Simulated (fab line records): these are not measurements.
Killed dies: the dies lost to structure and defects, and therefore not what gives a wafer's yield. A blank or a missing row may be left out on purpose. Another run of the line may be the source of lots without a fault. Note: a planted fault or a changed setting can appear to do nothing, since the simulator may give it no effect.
A sampling plan put to the test ; flow n5-finfet ; one line in one fab, 16 faults in these records, each fault weighed on the records of the lots it struck
Plan = the line's own looks (route steps where a gauge or an inspection reads the wafer without altering it). A look can be judged if struck wafers have a number there and the file gives its usual mean and standard deviation on fault-free wafers. Caught: a look later than the fault's first step finds the struck wafers' mean 4 or more of those standard deviations (sigma) from the usual mean. On the tool: the identical test, applied to the tool's own readings at the steps of the fault. If the struck wafers alone have a blank record, or they carry another recipe, that too counts as caught.

THE FAULTS, as the simulator had put them in
1. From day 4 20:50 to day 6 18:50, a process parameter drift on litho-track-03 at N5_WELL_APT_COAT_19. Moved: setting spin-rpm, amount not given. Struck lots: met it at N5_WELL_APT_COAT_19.
2. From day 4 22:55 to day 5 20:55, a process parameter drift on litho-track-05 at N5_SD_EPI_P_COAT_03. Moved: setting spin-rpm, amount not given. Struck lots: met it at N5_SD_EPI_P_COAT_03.
3. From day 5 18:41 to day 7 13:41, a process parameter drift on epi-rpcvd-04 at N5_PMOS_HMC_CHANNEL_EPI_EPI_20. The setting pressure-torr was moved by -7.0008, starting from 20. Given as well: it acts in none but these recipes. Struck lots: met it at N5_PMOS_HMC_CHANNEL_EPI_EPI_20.
4. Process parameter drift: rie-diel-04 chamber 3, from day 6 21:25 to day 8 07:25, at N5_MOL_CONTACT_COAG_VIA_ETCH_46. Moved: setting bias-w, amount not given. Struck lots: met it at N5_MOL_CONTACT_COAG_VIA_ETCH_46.
5. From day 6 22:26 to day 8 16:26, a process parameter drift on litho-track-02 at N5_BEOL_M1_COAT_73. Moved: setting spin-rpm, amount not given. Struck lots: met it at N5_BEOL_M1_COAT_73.
6. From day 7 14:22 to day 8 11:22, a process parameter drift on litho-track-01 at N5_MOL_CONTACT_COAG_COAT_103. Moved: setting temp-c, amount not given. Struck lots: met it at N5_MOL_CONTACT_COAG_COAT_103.
7. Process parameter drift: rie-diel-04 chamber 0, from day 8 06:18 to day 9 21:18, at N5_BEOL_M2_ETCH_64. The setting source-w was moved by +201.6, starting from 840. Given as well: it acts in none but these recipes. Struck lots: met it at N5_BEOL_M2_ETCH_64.
8. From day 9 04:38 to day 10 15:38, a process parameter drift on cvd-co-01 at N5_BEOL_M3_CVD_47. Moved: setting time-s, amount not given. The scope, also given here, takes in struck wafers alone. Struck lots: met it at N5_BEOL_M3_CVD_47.
9. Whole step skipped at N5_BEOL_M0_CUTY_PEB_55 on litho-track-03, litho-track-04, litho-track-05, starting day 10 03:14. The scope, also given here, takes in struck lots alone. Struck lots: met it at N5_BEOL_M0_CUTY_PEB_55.
10. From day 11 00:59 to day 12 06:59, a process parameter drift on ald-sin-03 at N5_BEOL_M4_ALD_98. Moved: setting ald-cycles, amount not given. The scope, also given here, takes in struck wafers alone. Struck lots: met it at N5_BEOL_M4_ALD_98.
11. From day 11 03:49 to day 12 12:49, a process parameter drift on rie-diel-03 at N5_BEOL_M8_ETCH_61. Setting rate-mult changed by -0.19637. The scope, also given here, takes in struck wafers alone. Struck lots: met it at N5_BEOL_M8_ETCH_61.
12. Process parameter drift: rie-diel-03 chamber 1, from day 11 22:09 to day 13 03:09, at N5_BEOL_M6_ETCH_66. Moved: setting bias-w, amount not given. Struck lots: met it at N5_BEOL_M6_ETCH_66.
13. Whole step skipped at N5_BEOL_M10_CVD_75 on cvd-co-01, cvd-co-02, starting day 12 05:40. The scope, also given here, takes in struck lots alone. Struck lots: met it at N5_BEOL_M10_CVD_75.
14. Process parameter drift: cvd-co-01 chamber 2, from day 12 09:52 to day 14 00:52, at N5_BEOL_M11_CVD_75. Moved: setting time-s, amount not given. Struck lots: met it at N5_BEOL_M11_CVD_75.
15. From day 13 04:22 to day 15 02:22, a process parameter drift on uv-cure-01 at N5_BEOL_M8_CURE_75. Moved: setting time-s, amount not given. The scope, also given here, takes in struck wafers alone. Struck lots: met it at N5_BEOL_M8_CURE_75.
16. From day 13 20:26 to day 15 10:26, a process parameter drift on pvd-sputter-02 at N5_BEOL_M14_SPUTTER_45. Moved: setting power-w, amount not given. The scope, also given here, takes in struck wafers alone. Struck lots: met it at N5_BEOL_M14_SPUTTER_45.

WHAT THE PLAN SAW
fault;on the tool itself;first look that catches it;reading, sigma;median hours from its first step to that look;hours from the fault's start to the first struck lot there;judged looks passed uncaught
1;spin-speed-rpm +99 or beyond sigma;not the one look that can be judged after it;-;-;-;1
2;spin-speed-rpm +38 sigma;not the one look that can be judged after it;-;-;-;1
3;chamber-pressure-Torr -99 or beyond sigma;N5_PMOS_HMC_CHANNEL_EPI_THK_MEAS_22;HMC_CMP_THK -5.9;1.3;7;0
4;bias-w +42 sigma;not the one look that can be judged after it;strongest: IOFF_P at N5_BEOL_M4_RC_MEAS_101, +2.1;-;-;1
5;spin-speed-rpm -60 sigma;not the one look that can be judged after it;-;-;-;1
6;plate-temp-C -15 sigma;not the one look that can be judged after it;-;-;-;1
7;rf-fwd-power-W +72 sigma;not the one look that can be judged after it;-;-;-;1
8;run-length-s +99 or beyond sigma;not the one look that can be judged after it;-;-;-;1
9;the tool's record is blank for the struck wafers;no look after it can be judged;-;-;-;0
10;under 2 sigma;not the one look that can be judged after it;-;-;-;1
11;etch-rf-on-time-s +9.8 sigma;not the one look that can be judged after it;-;-;-;1
12;bias-w +21 sigma;no look after it can be judged;-;-;-;0
13;the tool's record is blank for the struck wafers;no look after it can be judged;-;-;-;0
14;run-length-s +7.6 sigma;not the one look that can be judged after it;-;-;-;1
15;lamp-power-pct -16 sigma;no look after it can be judged;-;-;-;0
16;cathode-dc-power-W -99 or beyond sigma;no look after it can be judged;-;-;-;0
A dash: the fault isn't caught, or these records don't give the number.

Caught at a look: 1 of 16. Caught on the tool: 15 of 16. By one or the other: 15 of 16.
Faults 1, 2, 4, 5, 6, 7, 8, 9, 11, 12, 13, 14, 15, 16 were caught on the tool alone.
Caught by neither: fault 10.

THINNER SAMPLING
If the look that catches a fault measured only every second or every third lot, by lot number, the first struck lot would be measured this late in the worst case:
fault;struck lots at that look, in order of time;every lot;every second lot;every third lot
3;L578, L579;7 h;13 h;may miss all 2
Hours: fault start to first struck lot measured. The limit of 4 sigma was tested on all struck wafers together, so one lot alone may lie under it. Other struck lots may not be in these records.

THE LONGEST TIMED WAY FROM STEP TO LOOK
Fault 3: the median time between N5_PMOS_HMC_CHANNEL_EPI_EPI_20 and N5_PMOS_HMC_CHANNEL_EPI_THK_MEAS_22 is 1.3 hours. No look between them can be judged.
